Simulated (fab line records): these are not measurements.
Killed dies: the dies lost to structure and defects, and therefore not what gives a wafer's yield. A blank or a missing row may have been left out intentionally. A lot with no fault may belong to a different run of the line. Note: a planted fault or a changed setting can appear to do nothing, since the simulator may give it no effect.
fab line records    flow nand_harc    part 1 of 2: steps 1 to 4 of 6
record: lots: 20  wafers: 60  last_day: 34
route steps=1302 shown A_STAIRCASE@737
lots with no fault: from the same line, run without faults
start_h: hours from the record's first day to the start of the lot's first wafer shown    wait_h: hours elapsed since this lot's preceding step    " repeats the value in the row above    L1.1+2: one row covering several wafers at once    - no value present, or no start provided    * or withheld: withheld    < > ~ a bound
route shown NAME@n: names a module that has steps shown in the file, with the first one's number in the route    usual: average and standard deviation across the fault-free wafers    same: alike in all rows    chamber/n: place in a boat    sites: per-site readings    _std_site: standard deviation of those values    _edge_site: inner sites' mean taken away from outer sites' mean    radius_mm: for every site, how far away it sits from the centre of the wafer    mask NAME#n: copy n    behind: the tool/chamber that last shaped the wafer    hold: the reason the lot was held/the length of the hold in hours/how it ended    device: the transistor (n, p or np) that didn't switch    end of line: the route-end tests of the same wafers    a step without rows: its recipe alone    killed: count of dies lost to structure and defects at first sort (not the wafer's yield)    map: shows each die of a wafer: x if killed, . if not, _ if none is there
set.NAME: the run value of the setting; set.NAME@STEP: its run value at that earlier step    model.NAME: the simulator's own value behind a step, which no gauge read
one table for each step of the route and one row for each wafer, over a sample of lots
services: a tool's chamber out of use, with start hour (start_h, from the record's first day; less than 0 if before it), hours out, and reason
== steps ==
step: NHARC_A_STAIRCASE_ETCH_223
recipe: target_depth_a: 1000  time_s: 40.5  ion_energy_ev: 400  c4f8_flow_sccm: 20  o2_flow_sccm: 10  ar_flow_sccm: withheld  rf_w: 600  bias_w: 1000  chemistry: C4F8/O2
usual: oes_product_au: 0.938/0.0091  rf_vpp_V: 893/4.6
lot.wafer  tool         chamber  start_h  wait_h  oes_product_au  rf_hours_counter_h  rf_vpp_V
L074.4     rie_diel-03  1        -        -       0.937           25                  896
L074.3     "            2        "        "       0.933           24                  890
L074.1     "            0        "        "       0.951           30                  891
L075.2     rie_diel-03  3        -        -       0.936           28                  896
L075.4     "            0        "        "       0.936           30                  892
L075.1     "            1        "        "       0.936           26                  897
L077.3     rie_diel-06  1        -        -       0.942           22                  892
L077.1     "            2        "        "       0.934           24                  899
L077.4     "            3        "        "       0.937           26                  889
L078.2     rie_diel-03  3        -        -       0.938           35                  897
L078.3     "            1        "        "       0.918           34                  895
L078.5     "            2        "        "       0.926           -                   890
L080.4     rie_diel-06  1        -        -       0.938           29                  893
L080.5     "            2        "        "       0.930           -                   899
L080.6     "            3        "        "       0.932           -                   886
L081.1     rie_diel-06  2        -        -       0.946           36                  899
L081.2     "            3        "        "       0.944           39                  887
L081.5     "            2        "        "       0.933           -                   898
L082.2     rie_diel-03  0        -        -       0.935           48                  893
L082.3     "            1        "        "       0.925           46                  895
L082.5     "            3        "        "       0.930           -                   895
L083.3     rie_diel-06  0        -        -       0.941           47                  890
L083.1     "            3        "        "       0.937           49                  888
L083.5     "            0        "        "       0.940           -                   890
L084.3     rie_diel-03  3        -        -       0.926           2                   894
L084.2     "            2        "        "       0.926           2                   890
L084.6     "            3        "        "       0.925           -                   896
L085.2     rie_diel-03  1        -        -       0.944           3                   896
L085.3     "            2        "        "       0.939           4                   890
L085.6     "            1        "        "       0.940           -                   895
L086.1     rie_diel-05  0        -        -       0.947           24                  905
L086.5     "            3        "        "       0.939           -                   887
L086.6     "            0        "        "       0.962           -                   905
L087.1     rie_diel-05  3        -        -       0.944           28                  886
L087.2     "            2        "        "       0.934           31                  888
L087.5     "            3        "        "       0.949           -                   887
L089.4     rie_diel-05  2        -        -       0.938           41                  886
L089.3     "            1        "        "       0.951           29                  904
L089.5     "            3        "        "       0.940           -                   889
L091.3     rie_diel-03  2        -        -       0.935           17                  889
L091.5     "            1        "        "       0.946           -                   894
L091.6     "            2        "        "       0.934           -                   891
L090.3     rie_diel-03  0        -        -       0.943           22                  893
L090.2     "            2        "        "       0.923           18                  889
L090.5     "            0        "        "       0.942           -                   891
L092.2     rie_diel-03  3        -        -       0.962           28                  895
L092.4     "            0        "        "       0.947           28                  892
L092.5     "            3        "        "       0.949           -                   896
L093.4     rie_diel-06  3        -        -       0.948           16                  887
L093.2     "            0        "        "       0.944           13                  891
L093.6     "            3        "        "       0.947           -                   887
L094.4     rie_diel-06  2        -        -       0.931           16                  899
L094.3     "            1        "        "       0.948           18                  891
L094.5     "            3        "        "       0.929           -                   886
L095.1     rie_diel-06  1        -        -       0.938           26                  890
L095.2     "            0        "        "       0.932           21                  890
L095.5     "            2        "        "       0.932           -                   898
L097.3     rie_diel-06  0        -        -       0.921           26                  891
L097.2     "            2        "        "       0.914           30                  898
L097.6     "            0        "        "       0.927           -                   891
step: NHARC_A_STAIRCASE_ETCH_232
recipe: target_depth_a: 1000  time_s: 40.5  ion_energy_ev: 400  c4f8_flow_sccm: 20  o2_flow_sccm: 10  ar_flow_sccm: withheld  rf_w: 600  bias_w: 1000  chemistry: C4F8/O2
usual: oes_product_au: 0.940/0.013  rf_vpp_V: 893/4.7
lot.wafer  tool         chamber  start_h  wait_h  oes_product_au  rf_hours_counter_h  rf_vpp_V
L074.1     rie_diel-03  3        -        -       0.917           30                  895
L074.4     "            0        "        "       0.927           31                  893
L074.3     "            2        "        "       0.927           26                  890
L075.4     rie_diel-03  2        -        -       0.924           26                  890
L075.1     "            3        "        "       0.930           30                  895
L075.2     "            1        "        "       0.921           27                  896
L077.4     rie_diel-05  0        -        -       0.949           54                  887
L077.1     "            1        "        "       0.946           51                  904
L077.3     "            3        "        "       0.963           53                  889
L078.3     rie_diel-03  3        -        -       0.939           37                  896
L078.2     "            2        "        "       0.928           34                  889
L078.5     "            0        "        "       0.943           -                   894
L080.4     rie_diel-03  0        -        -       0.940           42                  892
L080.5     "            0        "        "       0.945           -                   892
L080.6     "            1        "        "       0.945           -                   897
L081.2     rie_diel-03  0        -        -       0.974           46                  892
L081.1     "            2        "        "       0.944           42                  890
L081.5     "            1        "        "       0.964           -                   896
L082.3     rie_diel-03  3        -        -       0.943           46                  895
L082.2     "            2        "        "       0.948           44                  890
L082.5     "            0        "        "       0.944           -                   894
L083.3     rie_diel-06  3        -        -       0.944           50                  889
L083.1     "            0        "        "       0.941           48                  892
L083.5     "            0        "        "       0.938           -                   891
L084.3     rie_diel-03  2        -        -       0.933           3                   890
L084.2     "            1        "        "       0.939           2                   896
L084.6     "            2        "        "       0.934           -                   891
L085.3     rie_diel-03  0        -        -       0.940           5                   892
L085.2     "            2        "        "       0.941           5                   890
L085.6     "            3        "        "       0.947           -                   895
L086.1     rie_diel-03  0        -        -       0.949           6                   891
L086.6     "            2        "        "       0.935           -                   888
L086.5     "            3        "        "       0.946           -                   896
L087.2     rie_diel-05  1        -        -       0.921           20                  905
L087.1     "            0        "        "       0.923           28                  905
L087.5     "            2        "        "       0.930           -                   888
L089.3     rie_diel-06  3        -        -       0.954           4                   886
L089.5     "            1        "        "       0.940           -                   892
L089.4     "            2        "        "       0.946           -                   899
L091.3     rie_diel-05  1        -        -       0.957           37                  904
L091.5     "            1        "        "       0.947           -                   904
L091.6     "            2        "        "       0.931           -                   887
L090.2     rie_diel-03  2        -        -       0.932           18                  889
L090.3     "            3        "        "       0.944           22                  896
L090.5     "            3        "        "       0.943           -                   896
L092.2     rie_diel-03  2        -        -       0.938           26                  889
L092.4     "            3        "        "       0.938           -                   896
L092.5     "            1        "        "       0.927           -                   894
L093.2     rie_diel-05  1        -        -       0.963           47                  904
L093.4     "            2        "        "       0.950           60                  886
L093.6     "            1        "        "       0.963           -                   902
L094.4     rie_diel-06  0        -        -       0.928           14                  892
L094.3     "            1        "        "       0.944           19                  892
L094.5     "            3        "        "       0.953           -                   886
L095.2     rie_diel-03  0        -        -       0.959           35                  892
L095.1     "            3        "        "       0.953           36                  896
L095.5     "            0        "        "       0.963           -                   891
L097.3     rie_diel-06  3        -        -       0.943           28                  886
L097.2     "            0        "        "       0.933           26                  891
L097.6     "            0        "        "       0.914           -                   892
step: NHARC_A_STAIRCASE_TRIM_233
recipe: time_s: 211.2  o2_flow_sccm: 500  ar_flow_sccm: 0  bias_w: 0  chemistry: O2
usual: drypump_motor_current_A: 5.7/0.37  mfc_ar_sccm: 0.013/0.016  o2_flow_sccm: 500.1/1.5  oes_product_au: 0.997/0.0073  rf_vpp_V: 57.5/0.89  showerhead_plenum_p_Torr: 3.47/0.13  throttle_valve_pct: 17.037/0.0088
lot.wafer  tool         chamber  start_h  wait_h  drypump_motor_current_A  mfc_ar_sccm  o2_flow_sccm  oes_product_au  rf_hours_counter_h  rf_vpp_V  showerhead_plenum_p_Torr  throttle_valve_pct
L074.3     rie_diel-03  3        -        -       5.5                      0            499.9         1.003           30                  57.5      3.52                      17.039
L074.4     "            0        "        "       5.8                      0.044        503.9         0.991           32                  57.5      3.44                      17.049
L074.1     "            2        "        "       6.1                      0            501.4         0.992           26                  57.6      3.37                      17.038
L075.2     rie_diel-03  3        -        -       5.5                      0            497.5         0.995           30                  56.9      3.52                      17.041
L075.4     "            1        "        "       5.4                      0            501.5         0.995           27                  58.0      3.53                      17.038
L075.1     "            2        "        "       6.1                      0            498.0         0.998           26                  58.0      3.37                      17.040
L077.1     rie_diel-05  1        -        -       5.0                      0.034        501.4         0.990           51                  57.5      3.78                      17.050
L077.4     "            2        "        "       6.4                      0            499.1         0.994           47                  57.1      3.30                      17.030
L077.3     "            0        "        "       5.4                      0.018        499.7         0.990           54                  56.2      3.28                      17.041
L078.3     rie_diel-03  2        -        -       6.1                      0            501.0         0.998           34                  57.6      3.37                      17.035
L078.2     "            1        "        "       5.5                      0            497.7         0.997           35                  57.8      3.53                      17.045
L078.5     "            2        "        "       6.1                      0            501.8         0.991           -                   57.6      3.37                      17.021
L080.4     rie_diel-03  2        -        -       6.1                      0            498.2         0.994           39                  55.4      3.36                      17.042
L080.5     "            0        "        "       5.8                      0.044        499.2         0.998           -                   56.5      3.43                      17.023
L080.6     "            1        "        "       5.4                      0            501.7         1.006           -                   57.2      3.53                      17.042
L081.1     rie_diel-03  0        -        -       5.8                      0.044        500.9         1.004           46                  57.4      3.43                      17.035
L081.2     "            1        "        "       5.4                      0            497.7         1.003           44                  57.2      3.52                      17.044
L081.5     "            1        "        "       5.5                      0            499.5         1.012           -                   57.7      3.52                      17.036
L082.2     rie_diel-03  2        -        -       6.1                      0            500.1         0.992           44                  57.9      3.36                      17.032
L082.3     "            0        "        "       5.8                      0.044        500.7         0.989           49                  57.9      3.43                      17.025
L082.5     "            3        "        "       5.5                      0            501.6         0.989           -                   57.1      3.51                      17.046
L083.3     rie_diel-06  3        -        -       5.5                      0.003        500.5         1.001           50                  57.9      3.31                      17.035
L083.1     "            2        "        "       5.8                      0.020        500.2         0.997           47                  57.2      3.59                      17.052
L083.5     "            0        "        "       5.8                      0.018        499.2         0.993           -                   57.1      3.40                      17.036
L084.2     rie_diel-03  2        -        -       6.1                      0            499.9         0.992           3                   56.2      3.36                      17.034
L084.3     "            1        "        "       5.4                      0            501.4         0.990           2                   58.8      3.52                      17.044
L084.6     "            2        "        "       6.1                      0            500.9         0.991           -                   57.9      3.36                      17.046
L085.2     rie_diel-03  0        -        -       5.8                      0.044        499.3         1.000           5                   57.9      3.42                      17.030
L085.3     "            2        "        "       6.1                      0            503.4         0.985           5                   57.1      3.36                      17.031
L085.6     "            0        "        "       5.8                      0.044        499.9         0.999           -                   57.0      3.42                      17.038
L086.1     rie_diel-03  2        -        -       6.1                      0            499.1         0.985           6                   57.3      3.36                      17.044
L086.6     "            3        "        "       5.5                      0            500.8         1.008           -                   57.6      3.51                      17.027
L086.5     "            0        "        "       5.8                      0.044        499.0         1.010           -                   57.9      3.42                      17.022
L087.1     rie_diel-05  0        -        -       5.4                      0.018        500.8         1.011           28                  58.4      3.79                      17.027
L087.2     "            3        "        "       6.4                      0.004        499.3         1.001           28                  55.8      3.29                      17.037
L087.5     "            0        "        "       5.4                      0.018        500.1         0.998           -                   59.1      3.79                      17.045
L089.3     rie_diel-06  3        -        -       5.6                      0.003        501.0         0.997           4                   57.4      3.30                      17.049
L089.5     "            1        "        "       6.5                      0.012        501.0         1.005           -                   57.5      3.40                      17.032
L089.4     "            2        "        "       5.8                      0.020        501.8         0.993           -                   59.5      3.58                      17.046
L091.3     rie_diel-05  0        -        -       5.4                      0.018        500.3         1.010           45                  56.9      3.78                      17.021
L091.5     "            0        "        "       5.4                      0.018        499.0         1.005           -                   59.1      3.78                      17.034
L091.6     "            1        "        "       5.0                      0.034        501.8         0.996           -                   57.6      3.76                      17.032
L090.3     rie_diel-03  3        -        -       5.5                      0            495.5         1.002           22                  58.4      3.50                      17.040
L090.2     "            1        "        "       5.4                      0            499.2         0.983           19                  57.3      3.51                      17.040
L090.5     "            2        "        "       6.1                      0            498.7         0.979           -                   57.2      3.35                      17.033
L092.2     rie_diel-03  2        -        -       6.1                      0            499.1         0.996           26                  59.3      3.35                      17.047
L092.4     "            3        "        "       5.5                      0            501.7         1.001           -                   57.1      3.49                      17.047
L092.5     "            1        "        "       5.5                      0            500.8         0.993           -                   57.3      3.51                      17.031
L093.2     rie_diel-05  2        -        -       6.4                      0            503.5         0.987           60                  57.3      3.27                      17.015
L093.4     "            2        "        "       6.4                      0            502.8         0.987           -                   57.9      3.27                      17.041
L093.6     "            0        "        "       5.4                      0.018        502.5         1.000           -                   57.5      3.78                      17.045
L094.4     rie_diel-06  0        -        -       5.8                      0.018        499.0         0.996           14                  56.2      3.39                      17.044
L094.3     "            3        "        "       5.5                      0.003        498.5         1.005           17                  57.9      3.29                      17.046
L094.5     "            0        "        "       5.8                      0.018        499.2         0.993           -                   57.1      3.39                      17.052
L095.2     rie_diel-03  0        -        -       5.8                      0.044        501.4         1.004           35                  58.5      3.41                      17.034
L095.1     "            2        "        "       6.1                      0            497.6         0.986           38                  56.7      3.34                      17.043
L095.5     "            3        "        "       5.6                      0            500.1         0.993           -                   56.3      3.49                      17.039
L097.3     rie_diel-06  1        -        -       6.5                      0.012        497.2         0.994           33                  56.4      3.39                      17.014
L097.2     "            0        "        "       5.8                      0.018        500.4         1.011           27                  57.3      3.38                      17.031
L097.6     "            2        "        "       5.8                      0.020        500.0         0.998           -                   56.7      3.56                      17.033
step: NHARC_A_STAIRCASE_DESCUM_270
recipe: time_s: 3  o2_flow_sccm: 200  ar_flow_sccm: 0  bias_power_w: 0  chemistry: O2
usual: drypump_motor_current_A: 5.8/0.45  mfc_ar_sccm: 0.013/0.014  o2_flow_sccm: 200.1/0.55  oes_product_au: 0.998/0.0072  rf_vpp_V: 57.6/0.89  showerhead_plenum_p_Torr: 1.87/0.095  throttle_valve_pct: 11.311/0.0095
lot.wafer  tool         chamber  start_h  wait_h  drypump_motor_current_A  mfc_ar_sccm  o2_flow_sccm  oes_product_au  rf_hours_counter_h  rf_vpp_V  showerhead_plenum_p_Torr  throttle_valve_pct
L074.4     rie_diel-03  3        398.67   -       5.6                      0            199.7         0.986           32                  57.3      1.91                      11.305
L074.3     "            1        "        "       5.4                      0            200.6         0.994           29                  58.1      1.92                      11.320
L074.1     "            2        "        "       6.1                      0            200.1         0.994           28                  58.6      1.82                      11.294
L075.1     rie_diel-05  3        399.30   -       6.4                      0.004        199.9         1.003           52                  56.9      1.79                      11.318
L075.2     "            0        "        "       5.4                      0.018        199.9         1.005           52                  56.7      1.77                      11.298
L075.4     "            1        "        "       5.0                      0.034        200.5         0.991           49                  57.7      2.06                      11.315
L077.4     rie_diel-03  1        410.38   -       5.4                      0            199.2         0.998           35                  57.7      1.91                      11.314
L077.3     "            2        "        "       6.0                      0            200.3         1.001           34                  56.9      1.82                      11.310
L077.1     "            3        "        "       5.6                      0            200.6         1.000           37                  57.1      1.91                      11.304
L078.2     rie_diel-05  1        418.16   -       4.9                      0.034        199.9         0.999           1                   57.5      2.06                      11.297
L078.3     "            3        "        "       6.4                      0.004        199.2         0.997           1                   57.8      1.79                      11.309
L078.5     "            0        "        "       5.4                      0.018        200.2         1.005           -                   57.5      2.08                      11.319
L080.4     rie_diel-05  3        427.29   -       6.4                      0.004        200.3         1.003           3                   58.2      1.78                      11.325
L080.6     "            1        "        "       5.0                      0.034        200.1         0.999           -                   59.2      2.06                      11.311
L080.5     "            2        "        "       6.4                      0            200.7         0.999           -                   57.6      1.78                      11.313
L081.2     rie_diel-06  2        442.72   -       5.8                      0.020        200.2         0.988           38                  57.2      1.95                      11.315
L081.1     "            3        "        "       5.5                      0.003        199.9         0.999           41                  57.2      1.79                      11.320
L081.5     "            1        "        "       6.5                      0.012        199.5         0.983           -                   58.3      1.85                      11.301
L082.2     rie_diel-06  0        452.71   -       5.8                      0.018        200.5         0.992           42                  59.1      1.84                      11.315
L082.3     "            3        "        "       5.5                      0.003        201.4         1.001           43                  56.3      1.79                      11.307
L082.5     "            0        "        "       5.7                      0.018        201.2         0.989           -                   58.2      1.84                      11.323
L083.3     rie_diel-03  0        475.61   -       5.8                      0.044        200.4         1.014           3                   56.5      1.85                      11.307
L083.1     "            1        "        "       5.4                      0            201.4         0.998           3                   57.5      1.91                      11.333
L083.5     "            0        "        "       5.8                      0.044        200.1         1.007           -                   58.5      1.85                      11.331
L084.2     rie_diel-06  2        480.65   -       5.8                      0.020        200.5         0.990           60                  58.3      1.94                      11.310
L084.3     "            1        "        "       6.4                      0.012        200.5         0.995           47                  56.3      1.84                      11.322
L084.6     "            2        "        "       5.8                      0.020        200.2         0.986           -                   59.1      1.94                      11.311
L085.2     rie_diel-05  0        484.08   -       5.4                      0.018        199.9         1.006           26                  57.8      2.07                      11.320
L085.3     "            2        "        "       6.4                      0            200.8         0.994           29                  56.2      1.77                      11.290
L085.6     "            0        "        "       5.4                      0.018        200.2         1.012           -                   59.7      2.07                      11.320
L086.1     rie_diel-03  1        485.47   -       5.5                      0            200.0         0.995           6                   57.0      1.91                      11.315
L086.5     "            1        "        "       5.4                      0            200.0         0.989           -                   57.7      1.91                      11.305
L086.6     "            2        "        "       6.0                      0            199.4         1.001           -                   57.1      1.81                      11.304
L087.2     rie_diel-06  2        499.55   -       5.8                      0.020        199.8         0.993           0                   58.1      1.94                      11.316
L087.1     "            3        "        "       5.5                      0.003        200.3         0.998           0                   58.2      1.78                      11.303
L087.5     "            1        "        "       6.5                      0.012        199.9         0.993           -                   57.5      1.84                      11.315
L089.3     rie_diel-03  2        519.16   -       6.1                      0            201.2         0.985           14                  57.2      1.81                      11.310
L089.4     "            1        "        "       5.4                      0            200.4         0.991           15                  58.4      1.90                      11.304
L089.5     "            3        "        "       5.5                      0            199.9         1.006           -                   58.4      1.90                      11.324
L091.3     rie_diel-05  2        541.28   -       6.4                      0            200.0         1.001           53                  55.6      1.76                      11.307
L091.6     "            3        "        "       6.4                      0.004        200.2         1.010           -                   56.9      1.77                      11.321
L091.5     "            0        "        "       5.4                      0.018        200.5         1.001           -                   57.1      2.06                      11.294
L090.2     rie_diel-05  2        541.32   -       6.4                      0            199.7         0.994           53                  58.6      1.76                      11.299
L090.3     "            3        "        "       6.4                      0.004        199.9         0.995           52                  56.5      1.77                      11.318
L090.5     "            2        "        "       6.4                      0            200.4         0.987           -                   56.2      1.76                      11.313
L092.4     rie_diel-03  3        566.79   -       5.5                      0            199.8         1.008           33                  57.8      1.89                      11.293
L092.2     "            0        "        "       5.8                      0.044        200.8         1.008           29                  58.3      1.84                      11.319
L092.5     "            2        "        "       6.0                      0            199.8         0.998           -                   56.4      1.81                      11.308
L093.2     rie_diel-06  3        567.63   -       5.5                      0.003        199.8         1.012           18                  56.7      1.78                      11.301
L093.4     "            1        "        "       6.5                      0.012        200.3         0.993           20                  57.4      1.84                      11.312
L093.6     "            2        "        "       5.8                      0.020        199.1         0.997           -                   58.3      1.94                      11.313
L094.3     rie_diel-06  3        567.99   -       5.5                      0.003        200.8         1.005           18                  57.5      1.78                      11.301
L094.4     "            0        "        "       5.8                      0.018        199.9         0.990           15                  58.0      1.83                      11.314
L094.5     "            3        "        "       5.5                      0.003        200.9         1.014           -                   56.6      1.78                      11.315
L095.1     rie_diel-06  0        589.33   -       5.8                      0.018        200.1         1.002           24                  57.6      1.83                      11.305
L095.2     "            1        "        "       6.5                      0.012        200.9         1.001           30                  56.9      1.83                      11.313
L095.5     "            0        "        "       5.8                      0.018        200.1         0.990           -                   56.0      1.83                      11.319
L097.3     rie_diel-03  2        604.54   -       6.0                      0            200.3         0.997           46                  57.7      1.80                      11.315
L097.2     "            3        "        "       5.5                      0            200.3         1.004           43                  55.5      1.89                      11.300
L097.6     "            1        "        "       5.4                      0            199.2         0.986           -                   58.9      1.89                      11.321
